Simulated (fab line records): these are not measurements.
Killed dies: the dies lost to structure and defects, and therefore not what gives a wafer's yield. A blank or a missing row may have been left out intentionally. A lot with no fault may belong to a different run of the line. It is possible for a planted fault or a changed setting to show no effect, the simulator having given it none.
The tool behind it: which one? | flow n5_finfet | 12 lots (36 wafers sampled), 1 step of a 1938-step route

== WHAT THE GAUGES SHOWED, per wafer ==
N5_BEOL_M2_OVL_MEAS_29.
lot  | measured     | on         | V1_OVL (nm)
L075 | day 6 20:24  | overlay-02 | 1.7 1.2 1.2
L077 | day 7 07:26  | overlay-02 | 1.1 1.5 1.5
L079 | day 8 15:33  | overlay-02 | 0.2 0.4 0.3
L082 | day 9 01:20  | overlay-02 | -0.8 -0.7 -0.9
L085 | day 9 07:13  | overlay-01 | -0.7 0.1 1.1
L084 | day 9 15:46  | overlay-01 | 0.2 0.5 -0.2
L087 | day 9 18:56  | overlay-02 | 0.1 0.5 0.5
L089 | day 10 11:39 | overlay-01 | 1.1 1.1 1.5
L092 | day 11 02:50 | overlay-02 | 0.7 1.0 0.5
L093 | day 11 10:16 | overlay-02 | -0.5 0.4 -0.2
L095 | day 12 08:11 | overlay-02 | 2.1 1.3 2.1
L096 | day 12 16:19 | overlay-02 | 0.2 0.4 0.2

== WHICH TOOL RAN EACH LOT (tool, then ch and the chambers of the sampled wafers, then the start) ==
Before these readings, the record contains no process step.

== THE ANSWER, worked out from the rows above alone ==
Rule: what is usual is taken from the lots themselves. Put in order of their means at a reading, lots are off if they are a third of the lots or fewer, leave a main group of 4 or more, and stand apart from it by a gap of 3 or more times the standard deviation of the main group's means; of several such gaps the widest counts. A main group is skipped when, at the precision printed for the reading in the tables above, its means are all equal. Also off: a lot with no number at a reading for which 4 or more lots have one. The other lots that the step has rows for count as sound.
Nothing can be told from this: no lot is off at any reading shown.

== WHAT THE SIMULATOR PUT IN ==
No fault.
